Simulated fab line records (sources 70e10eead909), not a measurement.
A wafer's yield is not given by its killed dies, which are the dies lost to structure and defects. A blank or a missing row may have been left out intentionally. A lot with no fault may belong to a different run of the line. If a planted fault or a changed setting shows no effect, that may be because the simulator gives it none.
Chamber matching | flow nand_harc | cmp-03 running NHARC_A_STAIRCASE_CMP_152: 3 sister chambers
The step polishes. 6 wafers are shown with their chamber, then 6 later ones without.

## EACH WAFER AND ITS CHAMBER
wafer  | chamber | motor_current_A (A) | retaining_ring_pressure_frac
L087.4 | 2       | 12.0                | 1.006
L090.3 | 3       | 12.1                | 0.998
L090.4 | 1       | 12.8                | 1.003
L090.5 | 1       | 13.1                | 0.999
L091.1 | 2       | 11.8                | 1.005
L091.2 | 3       | 12.4                | 0.991

## WAFERS MISSING THEIR CHAMBER
wafer  | motor_current_A (A) | retaining_ring_pressure_frac
L091.6 | 13.2                | 0.998
L095.1 | 12.6                | 1.002
L095.3 | 12.2                | 0.994
L097.1 | 13.3                | 0.997
L097.4 | 12.1                | 0.991
L097.6 | 11.7                | 0.990

## WHICH CHAMBER EACH WENT THROUGH
wafer  | from the rows above          | in truth
L091.6 | 1                            | 1
L095.1 | can't be placed: 1 or 3 or 2 | 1
L095.3 | 3                            | 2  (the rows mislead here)
L097.1 | 1                            | 1
L097.4 | 3                            | 3
L097.6 | can't be placed: 3 or 2      | 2
Correctly placed: 3 of 6. Can't be placed from these rows: 2 (the true chamber is among the candidates in 2). Placed wrongly: 1.
How it was worked out, from the rows above alone: a wafer's distance from a chamber is the root of the sum, over the readings, of the square of ((its reading less the chamber's mean) divided by the reading's scatter). If the next closest chamber is less than 2 further off than the closest, the wafer can't be placed; otherwise it belongs to the closest. For every chamber, the mean is computed from those of its wafers that are shown. The scatter is the square root of a quotient: the sum, over the shown wafers, of each reading's squared deviation from its chamber's mean, divided by wafers minus chambers.
